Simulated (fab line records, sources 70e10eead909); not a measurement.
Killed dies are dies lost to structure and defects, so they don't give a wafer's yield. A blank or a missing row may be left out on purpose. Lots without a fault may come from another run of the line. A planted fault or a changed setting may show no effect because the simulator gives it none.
Which tool did it? | flow nand_harc | 6 lots, 18 wafers sampled, at 3 steps of a route of 1302

WHAT THE GAUGES READ, wafer by wafer
NHARC_P_STI_CD_MEAS_09: target cd 200 nm.
lot  | measured     | on        | cd_nm (nm)
L279 | day 2 14:55  | cd_sem-03 | 200.0 197.3 199.4
L281 | day 3 11:43  | cd_sem-01 | 199.9 201.2 201.0
L284 | day 4 20:36  | cd_sem-03 | 200.6 199.8 200.3
L286 | day 5 18:44  | cd_sem-03 | 199.4 198.9 197.6
L295 | day 9 08:49  | cd_sem-01 | 196.7 198.7 196.5
L297 | day 10 05:56 | cd_sem-02 | 201.4 198.0 200.5

WHICH TOOL RAN EACH LOT (tool, then ch and the chambers of the sampled wafers, then the start)
lot  | NHARC_P_ZERO_WELL_ETCH_63       | NHARC_P_ZERO_WELL_STRIP_56
L279 | rie_si-05 ch 1,2,3, day 1 17:40 | wet_bench-04 ch 1,4,7, day 1 22:28
L281 | rie_si-06 ch 1,3, day 2 13:33   | wet_bench-09 ch 3,6,7, day 2 18:20
L284 | rie_si-06 ch 0,3, day 3 19:41   | wet_bench-05 ch 0,5,6, day 4 04:37
L286 | rie_si-02 ch 1,2, day 4 15:47   | wet_bench-09 ch 1,3,4, day 4 20:38
L295 | rie_si-05 ch 0,1,2, day 8 09:32 | wet_bench-09 ch 0,4,7, day 8 14:22
L297 | rie_si-06 ch 0,2, day 9 05:32   | wet_bench-05 ch 2,3,7, day 9 10:14
- NHARC_P_ZERO_WELL_ETCH_63: etches the open film in HBr/Cl2, target depth 120 nm, time 40.1 s.
- NHARC_P_ZERO_WELL_STRIP_56: strips in SPM, time 840 s.

THE ANSWER, worked out from the rows above alone
Rule: what is usual is taken from the lots themselves. Put in order of their means at a reading, lots are off if they are a third of the lots or fewer, leave a main group of 4 or more, and stand apart from it by a gap of 3 or more times the standard deviation of the main group's means; of several such gaps the widest counts. A main group whose means are all the same, to the digits that the tables above print for the reading, isn't used. A lot without any number at a reading at which 4 lots or more have one is off too. The other lots that the step has rows for count as sound.
No lot is off at any reading shown: from this, nothing can be told.

WHAT THE SIMULATOR HAD PUT IN
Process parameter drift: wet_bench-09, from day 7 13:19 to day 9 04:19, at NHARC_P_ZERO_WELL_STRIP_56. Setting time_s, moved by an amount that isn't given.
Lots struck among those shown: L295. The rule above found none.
